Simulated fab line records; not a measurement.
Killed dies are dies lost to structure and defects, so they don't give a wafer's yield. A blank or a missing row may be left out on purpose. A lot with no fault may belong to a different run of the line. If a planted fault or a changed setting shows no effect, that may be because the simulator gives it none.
fab line records	flow n5-finfet
record lots=10	wafers=30	last-day=19
route steps=1938 shown GATE_CUT@503 TV_OPEN@1890 PASSIVATION@1905
lots with no fault: from the same line, run without faults
start-h: hours from the record's opening day to when the first of the lot's shown wafers began	wait-h: how many hours have passed since the lot's step before this one	" repeats the value in the row above	L1.1+2: several wafers, shown together as one row	- no value, or no start given	* or withheld: withheld	< > ~ a bound
route shown NAME@n: names a module that has steps shown in the file, with the first one's number in the route	usual: the fault-free wafers' mean and standard deviation	same: alike in all rows	chamber/n: place in a boat	sites: readings site by site	_std_site: their standard deviation	_edge_site: inner sites' mean taken away from outer sites' mean	radius-mm: how far each site lies from the wafer's centre	mask NAME#n: copy n	behind: the most recent tool/chamber to have shaped the wafer	hold: why the lot went on hold/how many hours it stayed there/how the hold came to an end	device: names the non-switching transistor (n, p or np)	end of line: the same wafers' tests at the end of the route	a step with no rows: only its recipe	killed: dies lost to structure and defects at the first sort, not the wafer's yield	map: the dies of a wafer, with x for killed, . for not killed, _ for no die there
set.NAME: setting as actually run; set.NAME@STEP: the setting as run at that earlier step	model.NAME: the simulator's own value behind a step, which no gauge read
the route's steps for a sample of lots (tables are steps, rows are wafers)
services: a tool's chamber out of use, with start hour (start-h, from the record's first day; less than 0 if before it), hours out, and reason
## steps
# step N5_GATE_CUT_ETCH_47
# recipe chemistry=Cl2/BCl3	target=SiO2	target-depth-a=100	pressure-mtorr=10	icp-w=1000	bias-w=126	Cl2_flow_sccm=53.25	bcl3-flow-sccm=21.75	Ar_flow_sccm=25
# usual bcl3-flow-sccm=21.76/0.067	drypump-motor-current-A=5.8/0.31	mfc-cl2-sccm=53.25/0.14	oes-product-au=0.77/0.12	throttle-valve-pct=22.80/0.27
lot.wafer	tool	chamber	start-h	wait-h	bcl3-flow-sccm	drypump-motor-current-A	mfc-cl2-sccm	oes-product-au	rf-hours-counter-h	throttle-valve-pct
L851.1	rie-metal-03	1	88.75	0.0	21.89	6.1	53.48	0.60	119	22.94
L851.3	"	1	"	"	21.81	6.1	53.34	0.61	-	22.94
L851.5	"	1	"	"	21.81	6.1	53.42	0.61	-	22.95
L852.2	rie-metal-01	1	94.77	0.0	21.63	5.1	53.14	0.83	28	22.75
L852.4	"	0	"	"	21.78	5.8	53.28	0.63	-	23.19
L852.5	"	0	"	"	21.82	5.8	53.42	0.62	-	23.21
L853.3	rie-metal-02	1	95.75	0.0	21.76	5.6	53.24	0.94	-	22.67
L853.4	"	0	"	"	21.78	5.9	53.07	0.81	-	22.31
L853.6	"	0	"	"	21.87	5.9	53.05	0.81	-	22.29
L855.1	rie-metal-03	1	109.48	0.0	21.72	6.2	53.48	0.60	121	22.95
L855.3	"	1	"	"	21.75	6.2	53.34	0.60	-	22.95
L855.5	"	1	"	"	21.74	6.2	53.26	0.60	-	22.96
L859.2	rie-metal-02	1	131.46	0.0	21.74	5.6	53.29	0.92	4	22.68
L859.3	"	0	"	"	21.79	5.9	53.26	0.80	-	22.31
L859.4	"	1	"	"	21.73	5.7	53.50	0.91	-	22.69
L860.1	rie-metal-03	1	137.09	0.0	21.74	6.2	53.03	0.59	124	22.94
L860.2	"	0	"	"	21.81	6.0	53.20	0.90	11	22.78
L860.4	"	0	"	"	21.79	6.0	53.20	0.90	-	22.78
L862.2	rie-metal-02	1	154.91	0.0	21.72	5.6	53.16	0.90	6	22.67
L862.4	"	1	"	"	21.91	5.6	53.20	0.90	-	22.70
L862.6	"	0	"	"	21.81	5.9	53.20	0.80	-	22.31
L863.3	rie-metal-03	1	166.86	0.0	21.78	6.2	53.29	0.59	-	22.98
L863.4	"	0	"	"	21.93	6.0	53.15	0.87	-	22.78
L863.5	"	0	"	"	21.86	6.0	53.30	0.88	-	22.78
L871.3	rie-metal-02	0	209.65	0.0	21.75	5.9	53.06	0.78	-	22.33
L871.4	"	1	"	"	21.84	5.7	53.34	0.87	-	22.69
L871.5	"	0	"	"	21.70	5.9	53.26	0.78	-	22.34
L874.1	rie-metal-02	0	233.59	0.0	21.77	5.9	53.33	0.77	36	22.33
L874.3	"	0	"	"	21.82	5.9	53.41	0.77	-	22.35
L874.6	"	1	"	"	21.81	5.7	53.24	0.86	-	22.72
# step N5_PASSIVATION_ETCH_15
# recipe chemistry=CF4/N2	target=SiCN	target-depth-a=750	taper-deg=2	time-s=81.2	ion-energy-ev=150	mask-material=SiNx	pressure-mtorr=40	source-w=430	bias-w=70	Ar_flow_sccm=100	cf4-flow-sccm=60	n2-flow-sccm=60
# usual drypump-motor-current-A=5.7/0.65	oes-product-au=0.77/0.081	rf-vpp-V=382.3/1.7	showerhead-plenum-p-Torr=2.21/0.066	throttle-valve-pct=15.48/0.25
# same time-s=81.2
lot.wafer	tool	chamber	start-h	wait-h	drypump-motor-current-A	oes-product-au	rf-hours-counter-h	rf-vpp-V	showerhead-plenum-p-Torr	throttle-valve-pct
L851.1	rie-diel-05	0	-	-	6.7	0.68	228	380.1	2.09	15.89
L851.3	"	1	"	"	6.7	0.72	183	380.1	2.11	15.65
L851.5	"	1	"	"	6.7	0.71	-	378.7	2.12	15.64
L853.3	rie-diel-06	1	-	-	5.4	0.70	206	382.6	2.18	15.57
L853.4	"	0	"	"	6.4	0.81	91	385.1	2.31	15.20
L853.6	"	1	"	"	5.4	0.70	-	382.1	2.18	15.58
L852.2	rie-diel-05	3	-	-	5.0	0.87	45	383.5	2.33	15.40
L852.4	"	2	"	"	5.3	0.68	229	383.7	2.27	15.58
L852.5	"	3	"	"	4.9	0.87	-	385.2	2.33	15.41
L855.1	rie-diel-05	2	-	-	5.3	0.68	231	384.4	2.27	15.62
L855.3	"	1	"	"	6.7	0.70	188	380.1	2.11	15.67
L855.5	"	0	"	"	6.7	0.69	-	380.2	2.09	15.89
L859.2	rie-diel-06	1	-	-	5.4	0.69	215	382.1	2.18	15.58
L859.3	"	2	"	"	6.5	0.86	32	382.3	2.17	15.11
L859.4	"	0	"	"	6.4	0.80	99	385.1	2.31	15.23
L860.1	rie-diel-01	0	-	-	5.0	0.74	196	384.4	2.28	15.79
L860.2	"	2	"	"	5.6	0.73	188	381.4	2.19	15.72
L860.4	"	3	"	"	4.7	1.01	1	381.0	2.17	15.30
L871.3	rie-diel-06	2	-	-	6.5	0.82	62	380.7	2.16	15.17
L871.4	"	1	"	"	5.4	0.67	243	381.2	2.17	15.66
L871.5	"	2	"	"	6.5	0.82	-	380.6	2.16	15.18
L862.2	rie-diel-06	2	-	-	6.5	0.81	64	382.8	2.16	15.17
L862.4	"	1	"	"	5.3	0.67	245	381.2	2.17	15.65
L862.6	"	0	"	"	6.4	0.77	-	384.2	2.29	15.29
L863.3	rie-diel-06	2	-	-	6.5	0.80	76	380.9	2.15	15.22
L863.4	"	2	"	"	6.5	0.81	-	381.0	2.15	15.21
L863.5	"	0	"	"	6.4	0.76	-	384.7	2.29	15.32
L874.1	rie-diel-06	2	-	-	6.5	0.80	78	380.4	2.15	15.21
L874.3	"	0	"	"	6.4	0.75	144	382.9	2.29	15.32
L874.6	"	0	"	"	6.4	0.75	-	384.3	2.29	15.31
# step N5_PASSIVATION_CD_MEAS_30
# recipe target-cd-nm=4000	landing-energy-ev=500	detector=se-inlens	polarity=opening
# usual cd-nm=4001.0/1.8
lot.wafer	tool	chamber	start-h	wait-h	cd-nm
L851.1	cd-sem-01	0	243.08	-	3998.1
L851.3	"	0	"	"	3998.0
L851.5	"	0	"	"	3997.4
L853.3	cd-sem-03	0	250.26	-	4003.0
L853.4	"	0	"	"	4002.3
L853.6	"	0	"	"	4000.2
L852.2	cd-sem-03	0	253.53	-	4003.9
L852.4	"	0	"	"	4003.9
L852.5	"	0	"	"	4003.1
L855.1	cd-sem-01	0	260.95	-	4000.5
L855.3	"	0	"	"	3999.1
L855.5	"	0	"	"	4002.0
L859.2	cd-sem-03	0	273.73	-	4000.7
L859.3	"	0	"	"	4001.5
L859.4	"	0	"	"	4002.8
L860.1	cd-sem-03	0	290.29	-	3999.9
L860.2	"	0	"	"	4002.8
L860.4	"	0	"	"	4003.6
L871.3	cd-sem-01	0	390.56	-	4000.5
L871.4	"	0	"	"	4001.3
L871.5	"	0	"	"	4002.3
L862.2	cd-sem-03	0	397.54	-	4000.1
L862.4	"	0	"	"	4001.1
L862.6	"	0	"	"	3997.5
L863.3	cd-sem-01	0	437.04	-	3998.7
L863.4	"	0	"	"	4004.0
L863.5	"	0	"	"	3998.6
L874.1	cd-sem-01	0	441.60	-	4002.6
L874.3	"	0	"	"	4003.6
L874.6	"	0	"	"	4002.8
# step N5_PASSIVATION_AL_ETCH_33
# recipe chemistry=Cl2/BCl3	target-depth-a=28000	over-etch-frac=0.15	Cl2_flow_sccm=180	bcl3-flow-sccm=60	target=Al	stop-on=TaN	time-s=466.7	ion-energy-ev=100	pressure-mtorr=10	icp-w=900	bias-w=100
# usual bcl3-flow-sccm=59.97/0.17	drypump-motor-current-A=5.8/0.33	mfc-cl2-sccm=180.0/0.53	oes-product-au=0.75/0.062	throttle-valve-pct=34.29/0.25
# same time-s=466.7
lot.wafer	tool	chamber	start-h	wait-h	bcl3-flow-sccm	drypump-motor-current-A	mfc-cl2-sccm	oes-product-au	rf-hours-counter-h	throttle-valve-pct
L851.1	rie-metal-03	1	244.04	0.1	60.03	6.2	179.7	0.91	0	34.22
L851.3	"	1	"	"	59.87	6.1	180.0	0.90	-	34.24
L851.5	"	1	"	"	60.11	6.2	179.7	0.90	-	34.24
L853.3	rie-metal-01	0	250.65	0.2	59.95	5.8	179.9	0.86	-	34.57
L853.4	"	1	"	"	59.93	5.1	180.0	0.71	-	34.33
L853.6	"	0	"	"	59.79	5.8	179.9	0.87	-	34.60
L852.2	rie-metal-03	1	253.71	0.1	59.59	6.1	180.7	0.86	1	34.26
L852.4	"	0	"	"	60.08	6.0	180.9	0.75	-	34.23
L852.5	"	1	"	"	59.78	6.1	178.9	0.86	-	34.25
L855.1	rie-metal-02	1	261.13	0.1	59.97	5.6	179.6	0.76	15	34.48
L855.3	"	0	"	"	59.80	5.9	179.0	0.69	-	33.83
L855.5	"	0	"	"	60.25	5.9	180.5	0.71	-	33.77
L859.2	rie-metal-03	0	273.90	0.1	59.99	5.9	180.1	0.75	28	34.19
L859.3	"	1	"	"	60.12	6.2	179.3	0.85	-	34.22
L859.4	"	0	"	"	60.05	6.0	179.3	0.75	-	34.18
L860.1	rie-metal-01	0	290.46	0.1	59.93	5.8	180.1	0.83	4	34.59
L860.2	"	1	"	"	60.09	5.1	179.9	0.71	43	34.32
L860.4	"	0	"	"	59.77	5.8	180.1	0.83	-	34.59
L871.3	rie-metal-01	1	391.34	0.2	59.92	5.2	179.3	0.68	-	34.36
L871.4	"	0	"	"	59.82	5.8	181.1	0.78	-	34.63
L871.5	"	1	"	"	59.56	5.1	178.6	0.68	-	34.37
L862.2	rie-metal-02	1	397.71	0.1	60.09	5.6	179.2	0.74	24	34.43
L862.4	"	1	"	"	60.29	5.6	179.5	0.74	-	34.42
L862.6	"	1	"	"	60.21	5.6	179.4	0.73	-	34.44
L863.3	rie-metal-02	0	437.51	0.2	59.76	5.9	179.7	0.66	-	33.81
L863.4	"	1	"	"	59.84	5.6	180.3	0.72	-	34.47
L863.5	"	0	"	"	59.88	5.9	180.1	0.66	-	33.85
L874.1	rie-metal-01	0	441.78	0.1	59.86	5.8	180.5	0.76	15	34.64
L874.3	"	1	"	"	59.98	5.2	180.3	0.66	-	34.37
L874.6	"	1	"	"	60.06	5.2	180.0	0.67	-	34.34
# step N5_PASSIVATION_PROBE_49
# usual defect-limited-yield=91.0/1.5	killed_at_M0_to_M3=32/9.6	killed_at_M4_up=13/4.7	killed-at-contacts=13/7.2	killed-at-front-end=44/13	killed-at-other=4/3.4	killed-dies=106/18	killed-on-rim=14/4.2	killed-open=70/13	killed-short=35/8	sort_bin_5_function=5.3/0.97	sort_bin_6_memory=3.4/0.73	sort_bin_8_speed=0.00/0.036	sort-n-pass=1074/18	sort-yield-pct=91.0/1.5
# same gross-dies=1180	killed-at-back-side=0	sort_bin_4_leakage[%]=0
lot.wafer	tool	chamber	start-h	wait-h	defect-limited-yield[%]	killed_at_M0_to_M3	killed_at_M4_up	killed-at-contacts	killed-at-front-end	killed-at-other	killed-dies	killed-on-rim	killed-open	killed-short	sort_bin_5_function[%]	sort_bin_6_memory[%]	sort_bin_8_speed[%]	sort-n-pass	sort-yield-pct[%]
L851.1	prober-01	-	249.84	0.0	90.9	24	11	1	61	10	107	14	57	49	5.8	2.9	0	1073	90.9
L851.3	prober-01	-	249.94	0.1	91.9	46	15	3	27	4	95	8	67	28	5.0	2.7	0	1085	91.9
L851.5	prober-01	-	250.04	0.2	91.8	31	19	5	33	9	97	12	61	36	4.3	3.5	0	1083	91.8
L860.1	prober-01	-	295.16	0.0	84.3	20	11	9	139	6	185	22	54	31	9.9	3.9	0	995	84.3
L860.2	prober-01	-	295.21	0.1	91.3	21	7	8	65	2	103	18	72	29	4.7	3.8	0	1077	91.3
L860.4	prober-01	-	295.31	0.2	93.9	24	10	7	27	4	72	14	44	27	3.4	2.5	0.42	1103	93.5
L863.3	prober-02	-	442.20	0.1	83.1	22	20	19	136	2	199	28	79	28	10.6	4.2	0	981	83.1
L863.4	prober-02	-	442.25	0.2	90.8	30	20	16	40	3	109	14	82	26	5.3	3.6	0	1071	90.8
L863.5	prober-02	-	442.30	0.2	88.8	41	17	43	31	0	132	20	86	41	6.2	4.2	0	1048	88.8
# killed by level:class
L851.1 FIN_SAQP:geometric-particle:short=25 FIN_SAQP:geometric-particle:open=23 BEOL_M0_SAQP:geometric-particle:open=6 BEOL_M0_SAQP:geometric-particle:short=5 BEOL_M1:geometric-particle:open=5 GATE_CUT:geometric-particle:short=4 STI_FIN_REVEAL:geometric-particle:open=3 BEOL_M1:geometric-particle:short=3
L851.3 BEOL_M2:geometric-particle:open=13 FIN_SAQP:geometric-particle:open=8 BEOL_M1:geometric-particle:open=8 BEOL_M0_SAQP:geometric-particle:short=7 BEOL_M3:geometric-particle:open=7 BEOL_M7:geometric-particle:open=6 FIN_SAQP:geometric-particle:short=4 STI_FIN_REVEAL:geometric-particle:open=4
L851.5 BEOL_M4:geometric-particle:open=9 FIN_SAQP:geometric-particle:open=8 GATE_CUT:geometric-particle:short=7 BEOL_M2:geometric-particle:open=5 BEOL_M1:geometric-particle:open=5 BEOL_M3:geometric-particle:open=5 DUMMY_GATE:geometric-particle:open=4 MOL_CONTACT_COAG:geometric-particle:open=4
L860.1 GATE_CUT:unspecified=99 STI_FIN_REVEAL:geometric-particle:open=13 FIN_SAQP:geometric-particle:open=9 MOL_CONTACT_COAG:geometric-particle:open=9 BEOL_M0_SAQP:geometric-particle:short=8 GATE_CUT:geometric-particle:short=5 BEOL_M4:geometric-particle:open=5 BEOL_M0_SAQP:geometric-particle:open=4
L860.2 STI_FIN_REVEAL:geometric-particle:open=32 FIN_SAQP:geometric-particle:short=8 STI_FIN_REVEAL:geometric-particle:short=8 MOL_CONTACT_COAG:geometric-particle:open=7 BEOL_M2:geometric-particle:open=6 FIN_SAQP:geometric-particle:open=5 BEOL_M1:geometric-particle:open=5 STARTING-WAFER:geometric-particle:short=4
L860.4 BEOL_M2:geometric-particle:open=7 FIN_SAQP:geometric-particle:open=6 MOL_CONTACT_COAG:geometric-particle:open=5 FIN_SAQP:geometric-particle:short=4 GATE_CUT:geometric-particle:short=4 GATE_CUT:geometric-particle:open=4 BEOL_M0_SAQP:geometric-particle:short=4 BEOL_M4:geometric-particle:open=4
L863.3 GATE_CUT:unspecified=92 FIN_SAQP:geometric-particle:open=18 MOL_CONTACT_COAG:geometric-particle:open=15 BEOL_M4:geometric-particle:open=8 BEOL_M5:geometric-particle:open=6 GATE_CUT:geometric-particle:short=5 BEOL_M1:geometric-particle:open=5 FIN_SAQP:geometric-particle:short=4
L863.4 MOL_CONTACT_COAG:geometric-particle:open=13 BEOL_M4:geometric-particle:open=13 FIN_SAQP:geometric-particle:open=12 STI_FIN_REVEAL:geometric-particle:open=7 BEOL_M3:geometric-particle:open=6 BEOL_M0:geometric-particle:open=5 DUMMY_GATE:geometric-particle:open=5 BEOL_M1:geometric-particle:open=5
L863.5 MOL_CONTACT_COAG:geometric-particle:open=34 BEOL_M0_SAQP:geometric-particle:short=11 MOL_CONTACT_COAG:geometric-particle:short=9 BEOL_M1:geometric-particle:open=9 FIN_SAQP:geometric-particle:open=7 BEOL_M4:geometric-particle:open=7 BEOL_M0_SAQP:geometric-particle:open=6 HKMG_FIN:area-etch=5
## services
tool	chamber	start-h	hours	kind
rie-diel-06	-	78.44	14.6	pm
rie-metal-01	-	127.81	0.4	repair
rie-metal-01	1	141.82	15.0	repair
rie-metal-02	-	144.10	1.1	repair
rie-metal-02	-	165.01	0.2	repair
rie-diel-05	2	167.42	14.2	repair
rie-diel-06	-	168.33	28.1	pm
rie-metal-03	1	192.54	5.3	repair
rie-metal-03	-	204.44	0.5	repair
rie-metal-02	-	205.98	2.8	pm
rie-metal-02	1	239.77	14.1	repair
rie-metal-02	0	252.88	2.0	repair
rie-diel-05	-	253.99	4.3	pm
rie-metal-02	1	279.91	1.1	repair
rie-diel-05	-	284.08	2.4	repair
rie-diel-05	-	320.91	14.6	pm
rie-diel-05	0	348.78	2.5	repair
rie-diel-06	3	349.43	8.6	repair
rie-diel-05	1	368.33	8.1	repair
rie-metal-02	-	387.80	0.4	repair
rie-metal-03	-	397.35	0.6	repair
rie-diel-06	1	418.76	6.1	repair
rie-diel-05	-	419.60	1.1	repair
rie-diel-05	-	437.45	0.5	repair
## key
first-sign step=N5_PASSIVATION_PROBE_49	reading=killed-at-front-end	direction=up	sigmas=6.9	usual=44	struck=138
effect step=N5_PASSIVATION_PROBE_49	reading=defect-limited-yield	direction=down	sigmas=4.7	usual=91.0	struck=83.7
more-kills-born-at N5_GATE_CUT_ETCH_47@rie-metal-03=191
met-at N5_GATE_CUT_ETCH_47
struck-lots L860,L863
struck-wafers L860.1,L863.3
not-acting-at N5_PASSIVATION_ETCH_15,N5_PASSIVATION_CD_MEAS_30,N5_PASSIVATION_AL_ETCH_33
onset-between 109.48 137.09
fault kind=chamber-particle-source	tool=rie-metal-03	chamber=1	onset-h=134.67	steps=N5_GATE_CUT_ETCH_47	rate-per-visit-cm2=0.82501	end-h=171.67
